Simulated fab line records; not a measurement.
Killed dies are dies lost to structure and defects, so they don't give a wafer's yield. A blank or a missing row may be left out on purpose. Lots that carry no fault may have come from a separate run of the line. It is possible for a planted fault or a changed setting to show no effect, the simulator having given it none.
Matching of chambers ; flow nand_harc ; NHARC_A_STAIRCASE_DESCUM_168 on rie_diel-02: 4 sister chambers
The step chemistry O2, time 3 s. 20 wafers are shown with their chamber, then 10 later ones without.

## WAFERS WITH THEIR CHAMBER
wafer;chamber;showerhead_plenum_p_Torr (Torr);drypump_motor_current_A (A);oes_product_au (a.u.)
L074.2;2;1.81;6.0;1.018
L074.4;0;1.96;5.6;0.999
L074.5;0;1.96;5.6;1.001
L078.1;2;1.80;6.0;0.990
L078.3;1;1.85;6.0;0.994
L078.5;1;1.85;5.9;0.996
L082.1;0;1.95;5.7;1.011
L082.3;2;1.80;6.0;0.993
L082.4;2;1.80;6.0;0.999
L084.3;0;1.95;5.6;0.996
L084.4;3;1.90;6.2;0.996
L084.5;1;1.84;6.0;0.978
L086.3;1;1.84;6.0;0.986
L086.5;0;1.95;5.6;1.003
L086.6;3;1.89;6.1;1.001
L087.2;0;1.95;5.6;1.001
L087.4;1;1.84;6.0;0.995
L087.6;2;1.79;6.0;0.994
L088.2;1;1.83;6.0;0.987
L088.3;2;1.79;6.0;1.001

SIGNATURES (means of the wafers above)
reading;chamber 0;chamber 1;chamber 2;chamber 3;scatter within a chamber
showerhead_plenum_p_Torr;1.9533;1.8417;1.7983;1.8950;0.00685
drypump_motor_current_A;5.617;5.983;6.000;6.150;0.0368
oes_product_au;1.00183;0.98933;0.99917;0.99850;0.00746
Rule: distance of a wafer from a chamber = root of the sum over the readings of ((wafer's reading minus chamber's mean) / reading's scatter) squared. If the next closest chamber is less than 2 further off than the closest, the wafer can't be placed; otherwise it belongs to the closest. How the scatter is found: for the shown wafers, subtract from each reading the mean of its chamber, square and add these, divide the total by (wafers less chambers), then take the root.

## WAFERS WHOSE CHAMBER IS MISSING
wafer;showerhead_plenum_p_Torr (Torr);drypump_motor_current_A (A);oes_product_au (a.u.)
L088.4;1.89;6.1;1.002
L089.3;1.89;6.1;1.015
L089.4;1.83;6.0;0.995
L089.6;1.94;5.5;1.009
L093.2;1.94;5.6;1.005
L093.4;1.78;6.0;1.013
L093.5;1.83;6.0;0.987
L097.1;1.94;5.6;1.017
L097.2;1.83;6.0;0.984
L097.5;1.83;6.0;0.984

## THE CHAMBER EACH PASSED THROUGH
wafer;from the rows above;in truth
L088.4;3;3
L089.3;3;3
L089.4;1;1
L089.6;0;0
L093.2;0;0
L093.4;2;2
L093.5;1;1
L097.1;0;0
L097.2;1;1
L097.5;1;1
Correct placement for 10 of the 10. From these rows, 0 cannot be placed. 0 placed wrongly.
